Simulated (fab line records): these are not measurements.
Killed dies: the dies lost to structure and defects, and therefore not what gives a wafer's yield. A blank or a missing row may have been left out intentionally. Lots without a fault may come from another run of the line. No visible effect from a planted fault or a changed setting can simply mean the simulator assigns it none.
Comparing a struck lot with a sound one + flow n5-finfet + 13 steps out of a route of 1938
Sound: wafers L508.2, L508.5, L508.6. Struck: wafers L526.1, L526.3, L526.6. At the end, the cause is stated.
For every step that has rows: the tool of each side, followed by ch and its chambers, followed by its first start. Under that, the readings that differ: sound wafers + struck wafers + difference of the means + sigmas: that difference in standard deviations of wafers without a fault.
alike: same words and numbers on both sides, and readings whose means sit less than 2 such deviations apart. not compared: any withheld reading, any reading some wafer has no value for, any bound like >300 that may hide the same value, and any number with overlapping values for which the record gives no deviation.
Wherever a step has rows on one side only, a row that says differs or no value, or a row with sigmas, the two part there. When numbers do not overlap yet have no deviation, they are printed without sigmas and do not part them. A reading that every wafer of one side lacks parts them only if that side has two wafers or more.

N5_GATE_CUT_CMP_23: polishes, stops on SiO2, t overpolish 23.4 s, target thk 16 nm.
  sound on cmp-01 ch 1,2,3, day 4 19:12; struck on cmp-01 ch 0,1, day 9 04:47
  alike: motor-current-A, overpolish-run-s, slurry-filter-dp-kPa, time-to-endpoint-s
N5_GATE_CUT_THK_MEAS_24:
  sound on film-metro-02 at day 4 19:23; struck on film-metro-02 at day 9 05:04
  alike: GC_FILL_THK
N5_GATE_CUT_CMP_43: polishes SiO2.
  sound on cmp-02 ch 0,3, day 4 19:30; struck on cmp-02 ch 0,1,3, day 9 05:06
  alike: motor-current-A, slurry-filter-dp-kPa
N5_GATE_CUT_CMP_61: polishes, stops on SiNx, t overpolish 3 s.
  sound on cmp-02 ch 0,3, day 4 19:56; struck on cmp-02 ch 0,1,3, day 9 05:46
  alike: motor-current-A, slurry-filter-dp-kPa
N5_GATE_CUT_INSPECT_26: inspects for defects (darkfield).
  sound on defect-inspect-02 at day 4 20:08; struck on defect-inspect-01 at day 9 06:01
  alike: raw-defect-count
then, 6 steps without rows for these wafers: N5_MOL_CONTACT_COAG_COAT_103 (time 60 s, resist thk 80 nm); N5_MOL_CONTACT_COAG_COAT_104 (time 60 s, resist thk 12 nm); N5_MOL_CONTACT_COAG_COAT_58 (time 60 s, resist thk 10 nm); N5_MOL_CONTACT_COAG_COAT_02 (resist thk 30 nm); N5_MOL_CONTACT_COAG_EBR_04; N5_MOL_CONTACT_COAG_SOFTBAKE_03 (time 60 s).
N5_MOL_CONTACT_COAG_EXPOSE_05: exposes mask CA, defocus 0 nm.
  struck on euv-scanner-01, day 9 06:18; sound on euv-scanner-02 ch 0, day 4 20:18
  no value came back on the struck wafers for exposure-dose-mJ-cm2, focus-offset-nm (nm); on the sound wafers exposure-dose-mJ-cm2 reads 38.21 38.24 38.25
  alike: mask
then, 1 step without rows for these wafers: N5_MOL_CONTACT_COAG_PEB_06 (peb time 60 s).

== WHERE THEY PART ==
At N5_MOL_CONTACT_COAG_EXPOSE_05 and nowhere else, as far as this record goes.

WHY: what the simulator had put in
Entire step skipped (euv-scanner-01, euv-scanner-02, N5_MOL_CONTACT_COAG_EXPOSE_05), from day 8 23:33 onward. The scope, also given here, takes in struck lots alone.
